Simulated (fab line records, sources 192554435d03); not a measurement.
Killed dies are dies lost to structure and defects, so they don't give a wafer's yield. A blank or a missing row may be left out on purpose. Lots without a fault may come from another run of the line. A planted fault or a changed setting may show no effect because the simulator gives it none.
Split-lot experiment | flow n5_finfet | 7 lots, 39 wafers read, on a route of 1938 steps

THE SPLIT
At N5_MOL_CONTACT_COAG_VIA_ETCH_117 (etches SiO2 in C4F6/O2, target depth 40 nm, overetch 8 nm, time 26 s), the setting target_depth_a was moved away from the recipe's 400 angstrom on 15 of the 39 wafers read, by -44.8% to +47.9%. The other wafers ran this setting at the recipe's value.

The reading is taken at the split's own step.

THE READING
SOC_of_MOL_CONTACT_COAG_COAT_62.thk_nm (the simulator's own value, which no gauge read), in nm, at N5_MOL_CONTACT_COAG_VIA_ETCH_117 (etches SiO2 in C4F6/O2, target depth 40 nm, overetch 8 nm, time 26 s). The file gives no usual value for it. The 24 wafers here that ran the recipe average 51.6 nm, standard deviation 0.17 nm.

wafer  | tool, chamber at the split | target_depth_a as run, angstrom | against the recipe | SOC_of_MOL_CONTACT_COAG_COAT_62.thk_nm, nm | against lot-mates on the recipe
L077.1 | rie_diel-01, 2             | 541.2                           | +35.3%             | 49.6                                       | -1.8
L077.2 | rie_diel-01, 0             | 541.2                           | +35.3%             | 49.6                                       | -1.8
L077.3 | rie_diel-01, 1             | 400                             | recipe             | 51.4                                       | -
L077.4 | rie_diel-01, 3             | 400                             | recipe             | 51.4                                       | -
L077.5 | rie_diel-01, 1             | 400                             | recipe             | 51.4                                       | -
L077.6 | rie_diel-01, 2             | 541.2                           | +35.3%             | 49.6                                       | -1.8
L081.1 | rie_diel-01, 3             | 400                             | recipe             | 51.4                                       | -
L081.2 | rie_diel-01, 1             | 400                             | recipe             | 51.6                                       | -
L081.3 | rie_diel-01, 2             | 262.6                           | -34.3%             | 52.8                                       | +1.3
L081.4 | rie_diel-01, 0             | 400                             | recipe             | 51.6                                       | -
L081.5 | rie_diel-01, 2             | 262.6                           | -34.3%             | 53                                         | +1.5
L081.6 | rie_diel-01, 3             | 262.6                           | -34.3%             | 53                                         | +1.5
L082.1 | rie_diel-01, 1             | 221                             | -44.8%             | 53.8                                       | +2.3
L082.2 | rie_diel-01, 2,3           | 400                             | recipe             | 51.4                                       | -
L082.4 | rie_diel-01, 2,3           | 400                             | recipe             | 51.4                                       | -
L082.3 | rie_diel-01, 0             | 221                             | -44.8%             | 53.8                                       | +2.3
L082.5 | rie_diel-01, 1             | 400                             | recipe             | 51.6                                       | -
L082.6 | rie_diel-01, 0             | 221                             | -44.8%             | 53.8                                       | +2.3
L087.1 | rie_diel-01, 1             | 400                             | recipe             | 51.6                                       | -
L087.2 | rie_diel-01, 2             | 591.5                           | +47.9%             | 49.2                                       | -2.4
L087.3 | rie_diel-01, 3             | 400                             | recipe             | 51.6                                       | -
L087.4 | rie_diel-01, 0             | 591.5                           | +47.9%             | 49.6                                       | -2.0
L087.5 | rie_diel-01, 3             | 400                             | recipe             | 51.6                                       | -
L087.6 | rie_diel-01, 2             | 591.5                           | +47.9%             | 49.4                                       | -2.2
L089.1 | rie_diel-05, 3             | 581.3                           | +45.3%             | 49.2                                       | -2.3
L089.2 | rie_diel-05, 2             | 581.3                           | +45.3%             | 49.4                                       | -2.1
L089.3 | rie_diel-05, 1             | 400                             | recipe             | 51.6                                       | -
L089.4 | rie_diel-05, 0             | 400                             | recipe             | 51.6                                       | -
L089.5 | rie_diel-05, 0             | 581.3                           | +45.3%             | 49.4                                       | -2.1
L089.6 | rie_diel-05, 3             | 400                             | recipe             | 51.2                                       | -
L096.2 | rie_diel-06, 2             | 400                             | recipe             | 51.8                                       | -
L096.4 | rie_diel-06, 0             | 400                             | recipe             | 51.6                                       | -
L096.5 | rie_diel-06, 1             | 400                             | recipe             | 51.6                                       | -
L097.1 | rie_diel-01, 2             | 400                             | recipe             | 51.8                                       | -
L097.2 | rie_diel-01, 3             | 400                             | recipe             | 51.6                                       | -
L097.3 | rie_diel-01, 1             | 400                             | recipe             | 51.6                                       | -
L097.4 | rie_diel-01, 2             | 400                             | recipe             | 51.8                                       | -
L097.5 | rie_diel-01, 1             | 400                             | recipe             | 52                                         | -
L097.6 | rie_diel-01, 3             | 400                             | recipe             | 51.8                                       | -
Where a row lists several chambers, the file gives one row for several wafers and doesn't say which wafer went through which chamber.

THE FIT
A straight line over all 39 wafers: SOC_of_MOL_CONTACT_COAG_COAT_62.thk_nm changes by -0.0479 nm for each +1% of target_depth_a; r = -0.99; the points scatter about the line by 0.19 nm.
The same after taking each lot's own level away (the mean of its wafers on the recipe; 39 wafers): -0.0476 nm for each +1%; r = -0.99; scatter 0.15 nm.
On that fit, the largest move of target_depth_a shifts the reading by 2.3 nm.
The lots' own levels span 51.40 to 51.77 nm, that is 2.1 times the standard deviation above.
So the lot-to-lot level changes the slope little: the two slopes agree.
Check: with one of the wafers moved furthest among these (+47.9%) left out of the fit, the line predicts -2.27 nm for it against its lot-mates. It came out at -2.4 nm against them.

OTHER SPLITS ON THESE WAFERS
These wafers also went through other splits before the reading. Each is held against what the fit with the lots' levels taken away leaves over:
other split on the same wafers    | wafers away from the commonest value | r with SOC_of_MOL_CONTACT_COAG_COAT_62.thk_nm (lot level and that fit taken away)
N5_FIN_SAQP_HM_DEP_03 time_s      | 9                                    | -0.17
N5_SPACER0_ALD_00 ald_cycles      | 6                                    | +0.07
N5_MOL_CONTACT_COAG_ALD_27 time_s | 15                                   | -0.01

THE WHOLE CHAIN: every reading that the file lists as answering this split, in the file's order
step                             | what it does                                                         | reading                                                                                 | change (the file's fit)                                                             | r (the file's)
N5_MOL_CONTACT_COAG_VIA_ETCH_117 | etches SiO2 in C4F6/O2, target depth 40 nm, overetch 8 nm, time 26 s | etch.depth_nm (the simulator's own value, which no gauge read)                          | not straight: 29.31 at the lowest setting, 40.12 at the recipe, 40.2 at the highest | not given
N5_MOL_CONTACT_COAG_VIA_ETCH_117 | etches SiO2 in C4F6/O2, target depth 40 nm, overetch 8 nm, time 26 s | SOC_of_MOL_CONTACT_COAG_COAT_62.thk_nm (the simulator's own value, which no gauge read) | -0.0476 nm for each +1% of the setting                                              | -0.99

THE FILE'S OWN FIT
SOC_of_MOL_CONTACT_COAG_COAT_62.thk_nm changes by -0.0476 nm for each +1% of target_depth_a, r = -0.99.
